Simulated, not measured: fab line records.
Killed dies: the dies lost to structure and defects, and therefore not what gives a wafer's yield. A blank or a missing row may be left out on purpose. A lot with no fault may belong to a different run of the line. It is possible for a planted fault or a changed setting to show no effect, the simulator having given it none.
Matching of chambers	flow n5-finfet	4 sister chambers for N5_FIN_SAQP_HM_OPEN_33 on rie-diel-01
The step chemistry CH3F/O2, target SiNx, target depth 49.4 nm, time 70.6 s. 8 wafers are shown with their chamber, then 8 later ones without.

## WAFERS WITH THEIR CHAMBER
wafer	chamber	showerhead-plenum-p-Torr (Torr)	throttle-valve-pct (%)
L714.1	3	1.98	16.07
L715.1	2	1.91	16.30
L715.3	1	2.12	16.24
L715.4	3	1.98	16.05
L716.1	2	1.91	16.29
L716.3	1	2.12	16.24
L716.6	0	2.02	16.44
L723.1	0	2.01	16.47

## WAFERS WITH NO CHAMBER GIVEN
wafer	showerhead-plenum-p-Torr (Torr)	throttle-valve-pct (%)
L723.5	1.97	16.08
L723.6	1.91	16.33
L727.1	2.11	16.28
L727.4	2.01	16.48
L727.5	2.01	16.51
L729.4	1.91	16.35
L729.5	1.97	16.09
L729.6	2.01	16.50

## THE CHAMBER EACH PASSED THROUGH
wafer	from the rows above	in truth
L723.5	3	3
L723.6	2	2
L727.1	1	1
L727.4	0	0
L727.5	0	0
L729.4	2	2
L729.5	3	3
L729.6	0	0
Placed correctly: 8 of 8. From these rows, 0 cannot be placed. Placed wrongly: 0.
How it was worked out, from the rows above alone: a wafer's distance from a chamber is the root of the sum, over the readings, of the square of ((its reading less the chamber's mean) divided by the reading's scatter). If the next closest chamber is less than 2 further off than the closest, the wafer can't be placed; otherwise it belongs to the closest. Each chamber's mean is taken over the wafers shown for it. The scatter: take each reading less its chamber's mean, square it, sum over the shown wafers, divide by the number of wafers less the number of chambers, and take the root.
